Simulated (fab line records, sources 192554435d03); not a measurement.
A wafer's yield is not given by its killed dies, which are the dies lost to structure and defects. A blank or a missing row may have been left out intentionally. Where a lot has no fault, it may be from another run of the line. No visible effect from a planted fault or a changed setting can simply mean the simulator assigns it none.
Split-lot trial	flow n5-finfet	21 wafers read from 7 lots, route of 1938 steps

THE SPLIT
At N5_BEOL_M15_TRENCH_ETCH_34 (etches SiO2 in C4F8/O2/Ar, target depth 872.93 nm, time 199 s), the setting bias-w was moved away from the recipe's 2040 W on 10 of the 21 wafers read, by -11.0% to +14.0%. All remaining wafers had this setting at the recipe value.

Reading taken at the split's own step.

THE READING
rf-vpp-V, in V, at N5_BEOL_M15_TRENCH_ETCH_34 (etches SiO2 in C4F8/O2/Ar, target depth 872.93 nm, time 199 s). Typical for fault-free wafers on this fab line: 2216 V, with standard deviation 27 V.

wafer	tool, chamber at the split	bias-w as run, W	against the recipe	rf-vpp-V, V	against lot-mates on the recipe
L074.1	rie-diel-06, 2	2040	recipe	2192	-
L074.2	rie-diel-06, 3	2040	recipe	2222	-
L074.3	rie-diel-06, 0	2040	recipe	2191	-
L083.2	rie-diel-01, 0	2040	recipe	2216	-
L083.3	rie-diel-01, 3	1933	-5.2%	2131	-85
L083.6	rie-diel-01, 2	1933	-5.2%	2157	-59
L090.3	rie-diel-06, 0	1897	-7.0%	2080	-120
L090.4	rie-diel-06, 1	1897	-7.0%	2091	-109
L090.5	rie-diel-06, 1	2040	recipe	2200	-
L092.1	rie-diel-06, 3	2040	recipe	2220	-
L092.2	rie-diel-06, 1	2040	recipe	2199	-
L092.3	rie-diel-06, 0	2040	recipe	2188	-
L089.1	rie-diel-05, 3	2040	recipe	2277	-
L089.2	rie-diel-05, 0	2189	+7.3%	2326	+40
L089.3	rie-diel-05, 2	2040	recipe	2294	-
L093.3	rie-diel-05, 0	2326	+14.0%	2424	no lot-mate on the recipe
L093.4	rie-diel-05, 3	2326	+14.0%	2491	no lot-mate on the recipe
L093.5	rie-diel-05, 1	2326	+14.0%	2410	no lot-mate on the recipe
L095.4	rie-diel-05, 3	2040	recipe	2278	-
L095.5	rie-diel-05, 1	1816	-11.0%	2028	-250
L095.6	rie-diel-05, 2	1816	-11.0%	2113	-165

FIT RESULTS
A straight line over all 21 wafers: rf-vpp-V changes by +15.5 V for each +1% of bias-w; r = +0.95; the points scatter about the line by 37 V.
The same after taking each lot's own level away (the mean of its wafers on the recipe; 18 wafers): +15.4 V for each +1%; r = +0.93; scatter 28 V.
On that fit, the largest move of bias-w shifts the reading by 2.2e+02 V.
From 2200.0 to 2285.5 V: that is the span of the lots' own levels, equal to 3.2 times the standard deviation above.
So the lot-to-lot level changes the slope little: the two slopes agree.
Check: with one of the wafers moved furthest among these (-11.0%) left out of the fit, the line predicts -150 V for it against its lot-mates. It came out at -250 V against them.
Tool readings at the split's step, against how far the setting was moved: rf-vpp-V r = +0.95.

OTHER SPLITS APPLIED TO THESE WAFERS
Other splits were also applied to these wafers ahead of the reading. Each is held against what the fit with the lots' levels taken away leaves over:
other split on the same wafers	wafers away from the commonest value	r with rf-vpp-V (lot level and that fit taken away)
N5_BEOL_M11_EXPOSE_25 dose-mj	6	-0.08
N5_BEOL_M13_COAT_65 spin-rpm	9	-0.25
N5_BEOL_M13_EXPOSE_25 dose-mj	6	+0.20
N5_BEOL_M14_ETCH_68 time-s	4	+0.00

THE FILE'S OWN FIT
rf-vpp-V changes by +15 V for each +1% of bias-w, r = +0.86.
